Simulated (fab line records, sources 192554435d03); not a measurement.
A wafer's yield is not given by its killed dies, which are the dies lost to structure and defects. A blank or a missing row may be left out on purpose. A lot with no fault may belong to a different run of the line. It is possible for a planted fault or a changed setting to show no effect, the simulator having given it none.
Struck lot and sound lot, side by side	flow n5 finfet	20 out of 1938 route steps
Sound: these wafers, L116.2, L116.3, L116.6. The struck wafers were L103.2, L103.3, L103.5. At the end, the cause is stated.
Order at every step that has rows: each side's tool, ch and its chambers, its first start. Under that, the readings that differ: sound wafers	struck wafers	difference of the means	sigmas: that difference in standard deviations of wafers without a fault.
alike: readings with means less than 2 such deviations apart, plus words and numbers identical on both sides. not compared: withheld readings, readings lacking a value on some wafer, bounds such as >300 that could conceal the same value, and numbers that have no deviation in the record and whose values overlap.
A row with sigmas, a row that says differs or no value, or rows on one side alone: a step with any of these is where the two part. Non-overlapping numbers with no deviation appear without sigmas and do not part them. Lack of a reading on every wafer of one side parts them only where that side has two or more wafers.

first, 6 steps without rows for these wafers: N5_BEOL_M5_COAT_05 (resist thk 30 nm); N5_BEOL_M5_EBR_07; N5_BEOL_M5_SOFTBAKE_06 (time 60 s); N5_BEOL_M5_EXPOSE_08 (exposes mask M5, target cd 28 nm); N5_BEOL_M5_PEB_09 (peb time 60 s); N5_BEOL_M5_DEVELOP_10 (develop time 30 s).
N5_BEOL_M5_CD_MEAS_11: the cd target is 27.74 nm.
  sound on cd sem-01 ch 0, day 13 01:45; struck on cd sem-02 ch 0, day 9 11:08
  alike: cd nm
N5_BEOL_M5_OVL_MEAS_12:
  sound on overlay-02 ch 0, day 13 01:47; struck on overlay-02 ch 0, day 9 11:11
  alike: M5_OVL
N5_BEOL_M5_INSPECT_13: inspects for defects (brightfield).
  struck on defect inspect-02, day 9 11:14; sound on defect inspect-02, day 13 01:50
  alike: raw defect count
N5_BEOL_M5_DESCUM_16: chemistry O2, time 7 s.
  sound on rie diel-06 ch 1,3, day 13 01:53; struck on rie diel-01 ch 0,1,3, day 9 11:16
  alike: chamber pressure mTorr, drypump motor current A, o2 flow sccm, oes product au, rf fwd power W, rf vpp V, showerhead plenum p Torr, throttle valve pct
  not compared: rf hours counter h
N5_BEOL_M5_ETCH_72: etches underlayer in N2/H2, target depth 6.5 nm, time 5.2 s.
  sound on rie diel-06 ch 1,3, day 13 01:55; struck on rie diel-01 ch 0,1,3, day 9 11:18
  alike: bias w, chamber pressure mTorr, drypump motor current A, etch rf on time s, oes product au, rf fwd power W, rf vpp V, showerhead plenum p Torr, throttle valve pct
  not compared: rf hours counter h
N5_BEOL_M5_ETCH_61: etches SiARC in CF4, target depth 15.6 nm, time 26 s.
  sound on rie diel-06 ch 1,3, day 13 01:56; struck on rie diel-01 ch 0,1,3, day 9 11:19
  alike: bias w, cf4 flow sccm, chamber pressure mTorr, drypump motor current A, etch rf on time s, oes product au, rf fwd power W, rf vpp V, showerhead plenum p Torr, throttle valve pct
  not compared: rf hours counter h
N5_BEOL_M5_ETCH_62: etches SOC in N2/H2, target depth 75 nm, overetch 15 nm, time 112.5 s.
  sound on rie diel-06 ch 1,3, day 13 01:58; struck on rie diel-01 ch 0,1,3, day 9 11:20
  no value came back on the struck wafers for any of 8 readings (bias w (W), chamber pressure mTorr (mTorr) and others); on the sound wafers bias w (W) reads 149.6 150.0 149.3
reading	sound	struck	difference	sigmas
model.SiARC_of_BEOL_M5_COAT_60.thk nm (nm)	6.6 6.8 6.6	12 12 12	+5	
model.underlayer_of_BEOL_M5_COAT_71.thk nm (nm)	0 0 0	5 5 5	+5	
  not compared: rf hours counter h
then, 2 steps without rows for these wafers: N5_BEOL_M5_STRIP_63 (strips in N2/H2); N5_BEOL_M5_STRIP_73 (strips in N2/H2).
N5_BEOL_M5_STRIP_64: strips in CF4.
  sound on rie diel-06 ch 1,3, day 13 02:06; struck on rie diel-01 ch 0,1,3, day 9 11:28
  alike: chamber pressure mTorr, drypump motor current A, oes product au, rf fwd power W, rf vpp V, showerhead plenum p Torr, throttle valve pct
  not compared: rf hours counter h
N5_BEOL_M5_HM_OPEN_17: chemistry Cl2/BCl3, target TiN, target depth 20 nm, overetch 6 nm.
  sound on rie metal-02 ch 0,1, day 13 02:08; struck on rie metal-01 ch 1, day 9 11:32
reading	sound	struck	difference	sigmas
oes product au (a.u.)	0.63 0.80 0.62	0.35 0.35 0.36	-0.33	-4
  alike: chamber pressure mTorr, drypump motor current A, mfc cl2 sccm, rf fwd power W, throttle valve pct
  not compared: rf hours counter h
N5_BEOL_M5_STRIP_19: strips in O2.
  sound on rie diel-01 ch 2,3, day 13 02:17; struck on rie diel-03 ch 1,2, day 9 11:48
  alike: chamber pressure mTorr, drypump motor current A, o2 flow sccm, oes product au, rf vpp V, showerhead plenum p Torr, throttle valve pct
  not compared: rf hours counter h
N5_BEOL_M5_CD_MEAS_18: pitch 56 nm, target cd 28 nm.
  struck on cd sem-02, day 9 11:53; sound on cd sem-02, day 13 02:21
reading	sound	struck	difference	sigmas
cd nm (nm)	28.26 28.32 28.20	- - -	no value on the struck wafers	
then, 1 step without rows for these wafers: N5_BEOL_M5_COAT_65 (time 60 s, resist thk 60 nm).

== WHERE THEY PART ==
First at N5_BEOL_M5_ETCH_62; last, within this record, at N5_BEOL_M5_CD_MEAS_18.

WHY: what the simulator had put in
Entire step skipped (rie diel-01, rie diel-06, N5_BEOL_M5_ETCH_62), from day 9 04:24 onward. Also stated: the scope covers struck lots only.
